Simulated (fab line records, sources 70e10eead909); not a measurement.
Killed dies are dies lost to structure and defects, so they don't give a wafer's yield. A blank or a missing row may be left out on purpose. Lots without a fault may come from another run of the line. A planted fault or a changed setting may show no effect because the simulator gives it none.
fab line records | flow nand_harc | part 1 of 2: steps 1 to 21 of 31
record lots=5 wafers=15 last_day=32
route steps=1302 shown P_CONTACT@231 P_M0@253
lots that met no fault: from a run of the same line without faults
start_h: hours from the record's first day to the start of the lot's first wafer shown | wait_h: hours since the lot's step before | " the same as in the row above | L1.1+2: a row that stands for several wafers | - no value, or no start given | * or withheld: withheld | < > ~ a bound
route shown NAME@n: a module of which the file shows steps, and the number in the route of the first | usual: mean/standard deviation of fault-free wafers | same: alike in all rows | chamber/n: place in a boat | sites: the reading at each site | _std_site: their standard deviation | _edge_site: outer sites' mean less inner sites' | radius_mm: how far each site lies from the wafer's centre | mask NAME#n: copy n | behind: the tool/chamber that last shaped the wafer | hold: why the lot was held/for how many hours/how that ended | device: the transistor (n, p or np) that didn't switch | end of line: the same wafers' tests at the end of the route | a step without rows: its recipe alone | killed: dies lost to structure and defects at the first sort, not the wafer's yield | map: a wafer's dies, x killed, . not, _ none there
set.NAME: the setting as run; set.NAME@STEP: as run at that earlier step | model.NAME: the simulator's own value behind a step, which no gauge read
lots at some steps of the route; a table a step, a row a wafer
services: from which hour (start_h, from the record's first day; less than 0 if before it) a tool's chamber was out of use, for how many hours, and why
## steps
# step NHARC_P_CONTACT_DEVELOP_11
# recipe develop_time_s=35 dev_temp_c=23
# usual chill_plate_temp_C=23.01/0.11 exhaust_pa=44.9/0.81
# columns lot.wafer tool chamber start_h wait_h chill_plate_temp_C exhaust_pa
L077.1 litho_track-01 0 - - 23.16 43.4
L077.3 " 0 " " 23.10 43.3
L077.4 " 0 " " 23.19 44.3
L079.2 litho_track-04 0 - - 23.08 45.8
L079.4 " 0 " " 23.17 46.6
L079.6 " 0 " " 22.91 45.0
L080.4 litho_track-06 0 - - 23.09 45.6
L080.5 " 0 " " 22.91 45.6
L080.6 " 0 " " 22.98 45.7
L086.1 litho_track-04 0 - - 22.96 45.2
L086.3 " 0 " " 22.95 45.2
L086.6 " 0 " " 23.09 44.7
L095.2 litho_track-06 0 - - 22.95 45.3
L095.3 " 0 " " 22.96 46.3
L095.6 " 0 " " 23.00 44.5
# step NHARC_P_CONTACT_CD_MEAS_12
# recipe target_cd_nm=90 landing_energy_ev=500
# usual cd_nm=89.9/0.51
# columns lot.wafer tool chamber start_h wait_h cd_nm
L077.1 cd_sem-01 0 145.18 - 90.4
L077.3 " 0 " " 89.9
L077.4 " 0 " " 90.2
L079.2 cd_sem-02 0 168.43 - 90.2
L079.4 " 0 " " 89.3
L079.6 " 0 " " 89.2
L080.4 cd_sem-03 0 176.47 - 90.1
L080.5 " 0 " " 90.8
L080.6 " 0 " " 90.5
L086.1 cd_sem-02 0 232.42 - 90.2
L086.3 " 0 " " 89.9
L086.6 " 0 " " 90.6
L095.2 cd_sem-02 0 323.18 - 89.5
L095.3 " 0 " " 89.6
L095.6 " 0 " " 90.0
# step NHARC_P_CONTACT_OVL_MEAS_13
# usual overlay_x_nm=-0.2/0.8 overlay_y_nm=-0.1/0.59
# columns lot.wafer tool chamber start_h wait_h overlay_x_nm overlay_y_nm
L077.1 overlay-01 - 145.27 - 0.4 0.5
L077.3 " - " " 0.2 0.1
L077.4 " - " " 0.3 0.6
L079.2 overlay-02 - 168.52 - -1.1 -0.4
L079.4 " - " " -0.3 0.0
L079.6 " - " " -1.0 -0.4
L080.4 overlay-02 - 176.55 - -0.8 0.8
L080.5 " - " " -1.1 0.9
L080.6 " - " " 0.0 0.6
L086.1 overlay-02 - 232.51 - 1.1 -0.6
L086.3 " - " " 1.0 -0.3
L086.6 " - " " 1.3 -1.2
L095.2 overlay-02 - 323.26 - -1.1 -0.6
L095.3 " - " " -1.0 -0.7
L095.6 " - " " -1.5 -0.4
# step NHARC_P_CONTACT_INSPECT_14
# usual raw_defect_count=4.0/2.1
# columns lot.wafer tool chamber start_h wait_h raw_defect_count
L077.1 defect_inspect-02 - 145.30 0.0 6
L077.3 " - " " 4
L077.4 " - " " 4
L079.2 defect_inspect-01 - 168.56 0.0 0
L079.4 " - " " 3
L079.6 " - " " 5
L080.4 defect_inspect-01 - 176.59 0.0 3
L080.5 " - " " 4
L080.6 " - " " 5
L086.1 defect_inspect-02 - 232.55 0.0 4
L086.3 " - " " 4
L086.6 " - " " 5
L095.2 defect_inspect-01 - 323.30 0.0 1
L095.3 " - " " 5
L095.6 " - " " 4
# step NHARC_P_CONTACT_DESCUM_17
# recipe time_s=3 o2_flow_sccm=200 ar_flow_sccm=0 bias_power_w=0 chemistry=O2
# usual drypump_motor_current_A=5.74/0.27 oes_product_au=0.999/0.0063 rf_vpp_V=57.7/0.99 showerhead_plenum_p_Torr=1.94/0.088 throttle_valve_pct=11.312/0.0092
# same time_s=3
# columns lot.wafer tool chamber start_h wait_h drypump_motor_current_A oes_product_au rf_hours_counter_h rf_vpp_V showerhead_plenum_p_Torr throttle_valve_pct
L077.1 rie_diel-03 3 145.36 0.1 5.62 1.007 1.0 56.8 1.82 11.299
L077.4 " 0 " " 5.75 1.001 0.9 56.9 2.04 11.321
L077.3 " 2 " " 5.57 0.998 1.1 59.7 2.04 11.305
L079.4 rie_diel-10 3 168.62 0.1 5.38 0.999 5.7 57.0 1.93 11.334
L079.2 " 1 " " 5.75 0.989 5.4 58.0 1.97 11.315
L079.6 " 0 " " 6.18 1.000 - 57.1 1.82 11.324
L080.4 rie_diel-10 3 176.66 0.1 5.36 1.003 6.2 58.2 1.93 11.312
L080.6 " 1 " " 5.74 1.001 - 59.1 1.97 11.324
L080.5 " 2 " " 5.61 1.000 - 58.7 2.05 11.316
L086.3 rie_diel-09 1 232.61 0.1 5.80 1.003 1.5 58.6 1.91 11.327
L086.1 " 2 " " 5.68 0.987 1.4 58.7 2.06 11.322
L086.6 " 2 " " 5.67 0.992 - 58.9 2.06 11.319
L095.2 rie_diel-10 0 323.36 0.1 6.20 1.006 3.8 56.5 1.81 11.300
L095.3 " 1 " " 5.74 1.000 4.2 57.3 1.96 11.321
L095.6 " 1 " " 5.76 0.988 - 57.6 1.96 11.328
# step NHARC_P_CONTACT_ETCH_35
# recipe target_depth_a=390 over_etch_frac=0.3 time_s=65 ion_energy_ev=80 cf4_flow_sccm=150 ar_flow_sccm=0 rf_w=300 bias_w=100 chemistry=CF4
# usual cf4_flow_sccm=150.0/0.44 drypump_motor_current_A=5.74/0.27 oes_product_au=0.999/0.0072 rf_vpp_V=151.5/1.2 showerhead_plenum_p_Torr=1.79/0.075 throttle_valve_pct=13.282/0.0091
# same time_s=65
# columns lot.wafer tool chamber start_h wait_h cf4_flow_sccm drypump_motor_current_A oes_product_au rf_hours_counter_h rf_vpp_V showerhead_plenum_p_Torr throttle_valve_pct
L077.3 rie_diel-03 3 145.45 0.1 149.7 5.68 0.990 1.0 151.2 1.69 13.284
L077.4 " 0 " " 150.1 5.75 1.003 0.9 153.1 1.88 13.273
L077.1 " 2 " " 150.9 5.57 1.006 1.2 153.4 1.88 13.283
L079.2 rie_diel-10 0 168.71 0.1 149.5 6.18 1.006 5.7 151.0 1.68 13.269
L079.4 " 2 " " 150.1 5.61 1.006 4.7 152.5 1.89 13.264
L079.6 " 3 " " 149.8 5.40 1.004 - 152.0 1.78 13.283
L080.4 rie_diel-10 3 176.74 0.1 150.6 5.38 0.999 6.3 149.8 1.78 13.279
L080.6 " 2 " " 150.4 5.60 0.991 - 153.2 1.89 13.277
L080.5 " 3 " " 150.6 5.39 0.997 - 151.7 1.78 13.278
L086.1 rie_diel-09 2 232.70 0.1 150.0 5.61 1.000 1.4 153.6 1.89 13.296
L086.3 " 0 " " 149.6 5.59 1.002 1.2 149.3 1.71 13.267
L086.6 " 3 " " 150.3 6.35 1.001 - 151.7 1.76 13.286
L095.3 rie_diel-10 3 323.45 0.1 150.0 5.37 1.005 4.3 151.0 1.78 13.273
L095.2 " 1 " " 149.5 5.71 1.004 4.2 151.1 1.81 13.276
L095.6 " 3 " " 149.6 5.37 1.008 - 151.9 1.78 13.282
# step NHARC_P_CONTACT_ETCH_36
# recipe target_depth_a=2600 over_etch_frac=0.25 time_s=406.25 ion_energy_ev=200 n2_flow_sccm=150 h2_flow_sccm=150 ar_flow_sccm=0 rf_w=400 bias_w=150 chemistry=N2/H2
# usual drypump_motor_current_A=5.74/0.25 oes_product_au=0.999/0.0071 rf_vpp_V=431.4/2.7 showerhead_plenum_p_Torr=2.07/0.096 throttle_valve_pct=14.172/0.0083
# same time_s=406.25
# columns lot.wafer tool chamber start_h wait_h drypump_motor_current_A oes_product_au rf_hours_counter_h rf_vpp_V showerhead_plenum_p_Torr throttle_valve_pct
L077.3 rie_diel-03 3 - - 5.64 1.000 1.1 428.2 1.94 14.171
L077.1 " 0 " " 5.73 1.010 1.0 434.6 2.18 14.174
L077.4 " 1 " " 5.75 1.000 1.1 430.6 2.05 14.175
L079.2 rie_diel-10 0 - - 6.23 1.006 5.7 426.1 1.93 14.178
L079.4 " 1 " " 5.76 0.999 5.4 430.8 2.10 14.177
L079.6 " 3 " " 5.39 0.992 - 430.8 2.05 14.168
L080.4 rie_diel-10 1 - - 5.74 1.009 5.8 433.2 2.10 14.184
L080.6 " 3 " " 5.39 0.996 - 431.6 2.05 14.185
L080.5 " 0 " " 6.21 1.007 - 428.2 1.93 14.176
L086.1 rie_diel-09 1 - - 5.80 0.993 1.6 430.9 2.04 14.176
L086.3 " 2 " " 5.68 0.983 1.5 433.7 2.20 14.170
L086.6 " 2 " " 5.69 0.997 - 435.1 2.20 14.171
L095.3 rie_diel-10 1 - - 5.74 0.995 4.3 433.0 2.09 14.181
L095.2 " 3 " " 5.37 1.003 4.3 431.1 2.05 14.169
L095.6 " 1 " " 5.75 0.994 - 432.0 2.09 14.185
# step NHARC_P_CONTACT_ETCH_18
# recipe target_depth_a=4810 time_s=240.5 c4f8_flow_sccm=20 o2_flow_sccm=10 ar_flow_sccm=withheld rf_w=600 bias_w=1500 chemistry=C4F8/O2/Ar
# usual oes_product_au=0.956/0.018 rf_vpp_V=979/6
# same time_s=240.5
# columns lot.wafer tool chamber start_h wait_h oes_product_au rf_hours_counter_h rf_vpp_V
L077.3 rie_diel-03 3 - - 0.956 1.3 972
L077.1 " 0 " " 0.960 1.1 987
L077.4 " 1 " " 0.963 1.2 980
L079.4 rie_diel-10 2 - - 0.985 5.0 988
L079.2 " 3 " " 0.969 6.0 979
L079.6 " 2 " " 0.991 - 988
L080.4 rie_diel-10 3 - - 0.953 6.5 980
L080.6 " 0 " " 0.950 - 972
L080.5 " 1 " " 0.946 - 982
L086.1 rie_diel-09 0 - - 0.966 1.4 974
L086.3 " 3 " " 0.974 1.7 978
L086.6 " 0 " " 0.979 - 974
L095.3 rie_diel-10 1 - - 0.962 4.5 982
L095.2 " 3 " " 0.982 4.4 979
L095.6 " 1 " " 0.958 - 982
# step NHARC_P_CONTACT_STRIP_37
# recipe c4f8_flow_sccm=withheld o2_flow_sccm=8 ar_flow_sccm=withheld bias_w=0 chemistry=C4F8/O2/Ar
# columns lot.wafer tool chamber start_h wait_h
L077.3+1+4 rie_diel-03 0,1,2 - -
L079.4+2+6 rie_diel-10 2,3,1 - -
L080.4+5+6 rie_diel-10 0,0,1 - -
L086.1+3+6 rie_diel-09 2,3,2 - -
L095.2+3+6 rie_diel-10 0,2,1 - -
# step NHARC_P_CONTACT_ETCH_31
# recipe target_depth_a=300 time_s=85.7 ion_energy_ev=120 over_etch_frac=1 ch3f_flow_sccm=50 o2_flow_sccm=30 ar_flow_sccm=200 rf_w=500 bias_w=100 chemistry=CH3F/O2
# usual ch3f_flow_sccm=49.99/0.15 drypump_motor_current_A=5.78/0.27 oes_product_au=0.976/0.011 rf_vpp_V=244.8/1.8 showerhead_plenum_p_Torr=2.49/0.11 throttle_valve_pct=20.662/0.0092
# same time_s=85.7
# columns lot.wafer tool chamber start_h wait_h ch3f_flow_sccm drypump_motor_current_A oes_product_au rf_hours_counter_h rf_vpp_V showerhead_plenum_p_Torr throttle_valve_pct
L077.1 rie_diel-03 0 - - 49.90 5.76 0.977 1.1 245.8 2.62 20.663
L077.4 " 1 " " 49.88 5.77 0.985 1.3 244.9 2.47 20.655
L077.3 " 2 " " 49.82 5.56 0.988 1.5 246.9 2.62 20.655
L079.4 rie_diel-10 3 - - 50.03 5.40 0.978 6.2 245.6 2.48 20.674
L079.2 " 0 " " 50.11 6.22 0.983 5.9 241.5 2.34 20.663
L079.6 " 3 " " 49.94 5.40 0.990 - 243.7 2.48 20.646
L080.4 rie_diel-10 2 - - 50.06 5.59 0.969 5.4 246.9 2.63 20.669
L080.6 " 0 " " 50.18 6.23 0.983 - 243.1 2.34 20.657
L080.5 " 1 " " 49.91 5.74 0.974 - 245.9 2.52 20.650
L086.3 rie_diel-09 2 - - 49.93 5.70 0.968 1.7 247.9 2.63 20.655
L086.1 " 0 " " 50.00 5.59 0.984 1.5 242.0 2.37 20.646
L086.6 " 1 " " 50.37 5.80 0.968 - 243.6 2.45 20.668
L095.3 rie_diel-10 1 - - 50.09 5.75 0.976 4.6 245.3 2.52 20.676
L095.2 " 2 " " 49.84 5.60 0.986 5.2 246.7 2.63 20.671
L095.6 " 1 " " 50.13 5.75 0.977 - 244.9 2.52 20.651
# step NHARC_P_CONTACT_CD_MEAS_19
# usual cd_nm=89.2/1.2
# columns lot.wafer tool chamber start_h wait_h cd_nm
L077.1 cd_sem-01 - 146.24 - 90.2
L077.3 " - " " 90.0
L077.4 " - " " 91.1
L079.2 cd_sem-03 - 169.63 - 90.0
L079.4 " - " " 89.4
L079.6 " - " " 87.9
L080.4 cd_sem-01 - 177.53 - 90.5
L080.5 " - " " 90.6
L080.6 " - " " 91.4
L086.1 cd_sem-02 - 233.48 - 89.2
L086.3 " - " " 89.1
L086.6 " - " " 89.8
L095.2 cd_sem-01 - 324.23 - 89.7
L095.3 " - " " 89.1
L095.6 " - " " 90.2
# step NHARC_P_CONTACT_STRIP_28
# recipe o2_flow_sccm=500 ar_flow_sccm=0 bias_w=0 chemistry=O2
# usual drypump_motor_current_A=5.79/0.29 oes_product_au=1.000/0.0067 rf_vpp_V=57.8/0.95 showerhead_plenum_p_Torr=3.56/0.15 throttle_valve_pct=17.037/0.0091
# columns lot.wafer tool chamber start_h wait_h drypump_motor_current_A oes_product_au rf_hours_counter_h rf_vpp_V showerhead_plenum_p_Torr throttle_valve_pct
L077.3 rie_diel-03 0 146.33 0.1 5.76 0.990 1.2 58.6 3.75 17.029
L077.1 " 1 " " 5.77 0.996 1.3 58.1 3.54 17.046
L077.4 " 2 " " 5.59 0.998 1.6 58.0 3.75 17.046
L079.4 rie_diel-09 2 169.72 0.1 5.65 0.987 0.2 58.1 3.77 17.030
L079.2 " 0 " " 5.60 1.006 0.3 58.6 3.41 17.031
L079.6 " 2 " " 5.68 1.002 - 56.9 3.77 17.041
L080.4 rie_diel-09 1 177.66 0.1 5.79 0.994 - 57.2 3.52 17.023
L080.5 " 3 " " 6.39 0.988 - 57.7 3.51 17.030
L080.6 " 0 " " 5.60 0.997 - 56.7 3.41 17.028
L086.3 rie_diel-03 1 233.57 0.1 5.78 1.000 3.9 56.8 3.54 17.036
L086.1 " 2 " " 5.57 0.996 4.1 59.4 3.75 17.037
L086.6 " 1 " " 5.76 0.998 - 56.6 3.54 17.032
L095.3 rie_diel-03 2 324.30 0.1 5.59 1.004 0.7 58.9 3.75 17.044
L095.2 " 0 " " 5.76 0.990 0.9 59.3 3.75 17.044
L095.6 " 2 " " 5.58 1.001 - 59.2 3.75 17.042
# step NHARC_P_CONTACT_STRIP_29
# recipe time_s=1200 temp_c=72.5 chemistry=post_etch_residue_remover
# same time_s=1200
# columns lot.wafer tool chamber start_h wait_h
L077.1+4+3 wet_bench-05 1,2,5 146.49 -
L079.4+6+2 wet_bench-02 4,5,0 169.89 -
L080.4+6+5 wet_bench-02 3,5,6 177.81 0.1
L086.3+6+1 wet_bench-02 3,4,7 233.75 -
L095.6+3+2 wet_bench-03 3,4,5 324.52 -
# step NHARC_P_CONTACT_DEGAS_38
# recipe temp_c=300 time_s=60
# usual heater_power_w=470/41
# same time_s=60
# columns lot.wafer tool chamber start_h wait_h heater_power_w
L077.1 pvd_sputter-02 - 146.94 - 484
L077.3 " - " " 436
L077.4 " - " " 420
L079.2 pvd_sputter-01 - 170.35 - 437
L079.4 " - " " 433
L079.6 " - " " 435
L080.4 pvd_sputter-01 - 178.28 - 481
L080.6 " - " " 458
L080.5 " - " " 497
L086.1 pvd_sputter-03 - 234.21 - 509
L086.3 " - " " 530
L086.6 " - " " 481
L095.2 pvd_sputter-03 - 324.96 - 492
L095.3 " - " " 524
L095.6 " - " " 473
# step NHARC_P_CONTACT_PRE_CLEAN_39
# recipe time_s=19.5 bias_v=250 gas=Ar
# same time_s=19.5
# columns lot.wafer tool chamber start_h wait_h
L077.1+4+3 pvd_sputter-02 - - -
L079.4+2+6 pvd_sputter-01 - - -
L080.4+5+6 pvd_sputter-01 - - -
L086.1+3+6 pvd_sputter-03 - - -
L095.3+2+6 pvd_sputter-03 - - -
# step NHARC_P_CONTACT_PVD_32
# recipe target_thk_a=50 chamber_pressure_pa=5 power_w=5000 substrate_temp_c=200 time_s=17.7 material=Ti
# usual throttle_valve_pct=30.8/1.3
# same time_s=17.7
# columns lot.wafer tool chamber start_h wait_h throttle_valve_pct
L077.4 pvd_sputter-02 - - - 30.1
L077.1 " - " " 30.1
L077.3 " - " " 30.1
L079.4 pvd_sputter-01 - - - 29.1
L079.2 " - " " 31.8
L079.6 " - " " 27.5
L080.4 pvd_sputter-01 - - - 29.3
L080.6 " - " " 29.4
L080.5 " - " " 31.4
L086.1 pvd_sputter-03 - - - 31.2
L086.3 " - " " 31.4
L086.6 " - " " 31.0
L095.3 pvd_sputter-03 - - - 31.9
L095.2 " - " " 31.1
L095.6 " - " " 32.7
# step NHARC_P_CONTACT_ALD_22
# recipe target_thk_a=30 pulse_time_s=1 ald_cycles=150 temp_c=450 material=TiN
# usual heater_power_w=1053/120 precursor_pulse_height_rel=0.998/0.021
# columns lot.wafer tool chamber start_h wait_h heater_power_w precursor_pulse_height_rel
L077.4 ald_metal-02 3 147.21 - 965 1.004
L077.3 " 0 " " 980 0.982
L077.1 " 1 " " 1015 1.004
L079.2 ald_metal-02 0 170.58 - 978 0.972
L079.4 " 3 " " 966 1.023
L079.6 " 1 " " 1049 0.994
L080.4 ald_metal-02 3 178.57 - 977 1.010
L080.5 " 0 " " 979 0.960
L080.6 " 1 " " 1009 1.033
L086.1 ald_metal-01 1 234.48 - 868 0.995
L086.3 " 2 " " 1171 1.000
L086.6 " 0 " " 1248 1.028
L095.3 ald_metal-01 2 325.19 - 1172 1.023
L095.2 " 0 " " 1301 0.991
L095.6 " 3 " " 1096 1.039
# step NHARC_P_CONTACT_CVD_23
# recipe target_thk_a=2000 temp_c=300 pressure_torr=40 wf6_flow_sccm=40 h2_flow_sccm=1600 ar_flow_sccm=1560 time_s=557 material=W
# usual heater_power_w=460/31 throttle_valve_pct=7.73/0.29
# same time_s=557
# columns lot.wafer tool chamber start_h wait_h heater_power_w throttle_valve_pct
L077.1 cvd_w-02 1 - - 421 7.57
L077.3 " 0 " " 447 7.54
L077.4 " 1 " " 416 7.56
L079.2 cvd_w-01 0 - - 483 7.56
L079.4 " 0 " " 468 7.80
L079.6 " 0 " " 475 7.63
L080.4 cvd_w-02 1 - - 429 7.73
L080.6 " 0 " " 460 7.67
L080.5 " 1 " " 427 7.95
L086.1 cvd_w-01 1 - - 515 8.05
L086.3 " 0 " " 444 7.71
L086.6 " 0 " " 441 7.38
L095.2 cvd_w-02 1 - - 453 7.28
L095.3 " 0 " " 442 7.16
L095.6 " 0 " " 434 7.35
# step NHARC_P_CONTACT_CMP_24
# recipe t_overpolish_s=30 target_thk_nm=200
# usual motor_current_A=12.0/1.2 overpolish_run_s=30.000/0.0085 time_to_endpoint_s=39.3/2.3
# columns lot.wafer tool chamber start_h wait_h motor_current_A overpolish_run_s time_to_endpoint_s
L077.4 cmp-03 1 148.07 0.3 10.8 30.006 38.7
L077.1 " 2 " " 13.5 29.989 35.9
L077.3 " 3 " " 11.0 30.002 38.1
L079.2 cmp-03 1 171.49 0.6 10.9 30.016 40.2
L079.4 " 2 " " 13.3 29.985 35.7
L079.6 " 0 " " 12.8 29.995 40.2
L080.4 cmp-03 0 179.45 0.4 12.9 29.994 38.6
L080.5 " 1 " " 10.6 29.996 38.9
L080.6 " 2 " " 13.1 29.992 36.2
L086.3 cmp-01 1 235.29 0.3 11.6 30.018 39.7
L086.1 " 3 " " 13.5 30.010 38.7
L086.6 " 1 " " 11.7 29.997 39.2
L095.3 cmp-02 0 326.03 0.4 13.4 30.002 36.9
L095.2 " 3 " " 11.6 29.992 36.9
L095.6 " 0 " " 13.7 30.008 37.4
# step NHARC_P_CONTACT_SRD_26
# columns lot.wafer tool chamber start_h wait_h
L077.3+1+4 wet_bench-02 2,5,7 148.36 0.0
L079.2+6+4 wet_bench-05 4,5,0 171.76 0.0
L080.6+5+4 wet_bench-03 0,2,4 179.70 0.0
L086.3+6+1 wet_bench-03 3,5,6 235.62 0.0
L095.6+2+3 wet_bench-03 5,0,2 326.35 0.0
# step NHARC_P_CONTACT_INSPECT_27
# usual raw_defect_count=315/140
# columns lot.wafer tool chamber start_h wait_h raw_defect_count
L077.1 defect_inspect-02 - 148.44 0.1 353
L077.3 " - " " 193
L077.4 " - " " 184
L079.2 defect_inspect-01 - 171.84 0.1 441
L079.4 " - " " 588
L079.6 " - " " 537
L080.4 defect_inspect-02 - 179.78 0.1 262
L080.5 " - " " 208
L080.6 " - " " 454
L086.1 defect_inspect-01 - 235.69 0.1 282
L086.3 " - " " 543
L086.6 " - " " 367
L095.2 defect_inspect-02 - 326.43 0.1 252
L095.3 " - " " 285
L095.6 " - " " 202
